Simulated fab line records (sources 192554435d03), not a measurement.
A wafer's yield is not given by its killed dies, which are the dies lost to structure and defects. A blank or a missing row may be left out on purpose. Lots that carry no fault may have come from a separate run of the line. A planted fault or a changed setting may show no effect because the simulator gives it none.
Split-lot trial ; flow n5 finfet ; route with 1938 steps; 7 lots, 39 wafers read

## THE SPLIT
At N5_HKMG_FIN_ETCH_54 (etches SiARC in CF4, target depth 45.5 nm, time 75.8 s), the setting bias w was moved away from the recipe's 36 W on 15 of the 39 wafers read, by -19.1% to +7.9%. The other wafers ran this setting at the recipe's value.

The reading comes from the split's own step.

## THE READING
rf vpp V, in V, at N5_HKMG_FIN_ETCH_54 (etches SiARC in CF4, target depth 45.5 nm, time 75.8 s). On this fab line, fault-free wafers typically give 184.7 V with a standard deviation of 1.1 V.

wafer;tool, chamber at the split;bias w as run, W;against the recipe;rf vpp V, V;against lot-mates on the recipe
L080.1;rie diel-01, 0;36;recipe;185.5;-
L080.2;rie diel-01, 3;36;recipe;183.5;-
L080.3;rie diel-01, 1;36;recipe;185.6;-
L080.4;rie diel-01, 2;36;recipe;184.2;-
L080.5;rie diel-01, 3;36;recipe;183.7;-
L080.6;rie diel-01, 2;36;recipe;185.6;-
L081.1;rie diel-04, 1;36;recipe;183.7;-
L081.5;rie diel-04, 3;36;recipe;184.7;-
L081.6;rie diel-04, 0;36;recipe;184.6;-
L085.1;rie diel-02, 2;36;recipe;182.1;-
L085.2;rie diel-02, 1;33.62;-6.6%;179.1;-4.6
L085.3;rie diel-02, 0;33.62;-6.6%;176.6;-7.1
L085.4;rie diel-02, 3;36;recipe;185.2;-
L085.5;rie diel-02, 2;36;recipe;183.9;-
L085.6;rie diel-02, 3;33.62;-6.6%;176.3;-7.4
L088.1;rie diel-04, 2;36;recipe;184.7;-
L088.2;rie diel-04, 0;31.04;-13.8%;167.8;-16.0
L088.3;rie diel-04, 1;36;recipe;183.9;-
L088.4;rie diel-04, 0;36;recipe;182.8;-
L088.5;rie diel-04, 1;31.04;-13.8%;166.3;-17.5
L088.6;rie diel-04, 2;31.04;-13.8%;169.1;-14.7
L092.1;rie diel-02, 1;29.14;-19.1%;160.6;-24.2
L092.2;rie diel-02, 3;29.14;-19.1%;162.1;-22.7
L092.3;rie diel-02, 2;29.14;-19.1%;161.4;-23.4
L092.4;rie diel-02, 0;36;recipe;185.4;-
L092.5;rie diel-02, 2;36;recipe;184.5;-
L092.6;rie diel-02, 3;36;recipe;184.6;-
L093.1;rie diel-01, 1;38.84;+7.9%;196.2;+12.7
L093.2;rie diel-01, 2;36;recipe;184.1;-
L093.3;rie diel-01, 3;36;recipe;183.0;-
L093.4;rie diel-01, 1;38.84;+7.9%;195.3;+11.8
L093.5;rie diel-01, 2;38.84;+7.9%;194.0;+10.5
L093.6;rie diel-01, 3;36;recipe;183.5;-
L096.1;rie diel-01, 2;29.17;-19.0%;161.6;-22.4
L096.2;rie diel-01, 0;29.17;-19.0%;163.9;-20.1
L096.3;rie diel-01, 1;29.17;-19.0%;161.4;-22.6
L096.4;rie diel-01, 3;36;recipe;182.8;-
L096.5;rie diel-01, 3;36;recipe;184.0;-
L096.6;rie diel-01, 0;36;recipe;185.3;-

FIT RESULTS
A straight line over all 39 wafers: rf vpp V changes by +1.2 V for each +1% of bias w; r = +0.99; the points scatter about the line by 1.1 V.
The same after taking each lot's own level away (the mean of its wafers on the recipe; 39 wafers): +1.21 V for each +1%; r = +0.99; scatter 1.2 V.
On that fit, the largest move of bias w shifts the reading by 23 V.
The span of the lots' own levels, 183.53 to 184.83 V, comes to 1.2 times the standard deviation stated above.
So the lot-to-lot level changes the slope little: the two slopes agree.
Check: for one of the wafers moved furthest among these (-19.1%), held out of the fit, the line's prediction against its lot-mates is -22.5 V. It came out at -24.2 V against them.
Tool readings at the split's step, against how far the setting was moved: etch rf on time s r = -0.92; rf vpp V r = +0.99.

## ADDITIONAL SPLITS CARRIED BY THESE WAFERS
Other splits were also applied to these wafers ahead of the reading. Each is held against what the fit with the lots' levels taken away leaves over:
other split on the same wafers;wafers away from the commonest value;r with rf vpp V (lot level and that fit taken away)
N5_FIN_SAQP_EXPOSE_13 dose mj;9;+0.08
N5_FIN_CUT_CUT_ETCH_15 time s;12;-0.03
N5_DUMMY_GATE_CVD_03 target thk a;33;+0.14
N5_DUMMY_GATE_ETCH_37 source w;18;+0.13
N5_HKMG_FIN_EXPOSE_46 dose mj;12;+0.20

## THE WHOLE CHAIN: every reading that the file lists as answering this split, in the file's order
step;what it does;reading;change (the file's fit);r (the file's)
N5_HKMG_FIN_ETCH_54;etches SiARC in CF4, target depth 45.5 nm, time 75.8 s;etch rf on time s;withheld for each +1% of the setting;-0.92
N5_HKMG_FIN_ETCH_54;etches SiARC in CF4, target depth 45.5 nm, time 75.8 s;rf vpp V;+1.19 V for each +1% of the setting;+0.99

## FILE'S OWN FIT
rf vpp V changes by +1.19 V for each +1% of bias w, r = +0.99.
